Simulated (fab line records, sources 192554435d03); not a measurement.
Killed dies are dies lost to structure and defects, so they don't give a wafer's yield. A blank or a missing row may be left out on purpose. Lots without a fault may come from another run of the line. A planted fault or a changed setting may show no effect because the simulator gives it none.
Problem report in the 8D (eight disciplines) form, filled by code | flow n5_finfet | the parts of the form that need people (team, actions taken, sign-off) are left out

1. THE PROBLEM
killed_at_front_end at N5_PASSIVATION_PROBE_49 reads a mean of 133 on 6 wafers of 2 lots; wafers without a fault read 40 with a standard deviation of 11. That is +8.5 standard deviations from the usual mean.
First seen on wafer L413.1, day 16 11:44, on prober-02. The record holds 9 wafers of 3 lots with a number at this step. Rule for "out", or "out of limits": more than 4 standard deviations from the usual mean. The other wafers with a number count as sound.

2. WHAT IT IS AND WHAT IT IS NOT
question                    | is                     | is not
which readings at this step | killed_at_front_end    | killed_at_M0_to_M3, killed_at_M4_up, killed_at_contacts, killed_short
which lots                  | L413, L415             | L401
which wafers of those lots  | all that have a number | -
read on which tools         | prober-01, prober-02   | -
when                        | from day 16 11:44      | up to then (3 sound wafers)

3. SUSPECTS, AND WHAT RULES EACH OUT
Counting: a tool at a process step up to the reading stays a suspect if it ran every lot that is out and no sound lot after the first of them.
- epi_rpcvd-02 at N5_PMOS_HMC_CHANNEL_EPI_EPI_20 (deposits SiGe30, target thk 59 nm): kept. It ran every lot that is out, first L413 (day 5 18:32), and no sound lot after that.
Left after counting: epi_rpcvd-02 at N5_PMOS_HMC_CHANNEL_EPI_EPI_20.

4. THE CAUSE (what the simulator had put in)
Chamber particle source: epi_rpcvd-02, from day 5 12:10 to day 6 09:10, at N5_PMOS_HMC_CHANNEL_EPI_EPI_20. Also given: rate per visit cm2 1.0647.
Counting left only this tool.

5. THE CHAIN OF EFFECTS, in route order
Each row: a reading whose mean over the struck wafers that have a number lies more than 3 standard deviations from the usual. Only readings for which the record gives a usual standard deviation are gone through. hours: the time from each lot's start at the first step in this table that gives one to its start at this step, as a median over the lots. sigmas: the change in usual standard deviations.
hours | step                    | reading              | usual  | on struck wafers | change | sigmas
0     | N5_PASSIVATION_PROBE_49 | defect_limited_yield | 91.3 % | 83.4             | -7.9   | -5.7
0     | N5_PASSIVATION_PROBE_49 | killed_at_front_end  | 40     | 133              | +93    | +8.5
0     | N5_PASSIVATION_PROBE_49 | killed_dies          | 103    | 196              | +93    | +5.8
0     | N5_PASSIVATION_PROBE_49 | killed_on_rim        | 13     | 30               | +16    | +4.6
0     | N5_PASSIVATION_PROBE_49 | sort_bin_5_function  | 5.1 %  | 10.1             | +5.0   | +5.3
0     | N5_PASSIVATION_PROBE_49 | sort_n_pass          | 1077   | 984              | -93    | -5.8
0     | N5_PASSIVATION_PROBE_49 | sort_yield_pct       | 91.3 % | 83.4             | -7.9   | -5.7
The process steps in it:
- N5_PASSIVATION_PROBE_49

6. WHAT WOULD HAVE CAUGHT IT SOONER
In this record the first reading out of limits was taken at day 16 11:44, 264 hours after the fault began at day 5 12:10.
All the lots that are out (2) had begun N5_PMOS_HMC_CHANNEL_EPI_EPI_20 on epi_rpcvd-02 by day 16 11:44. A hold on the tool at that time would have spared none of them.
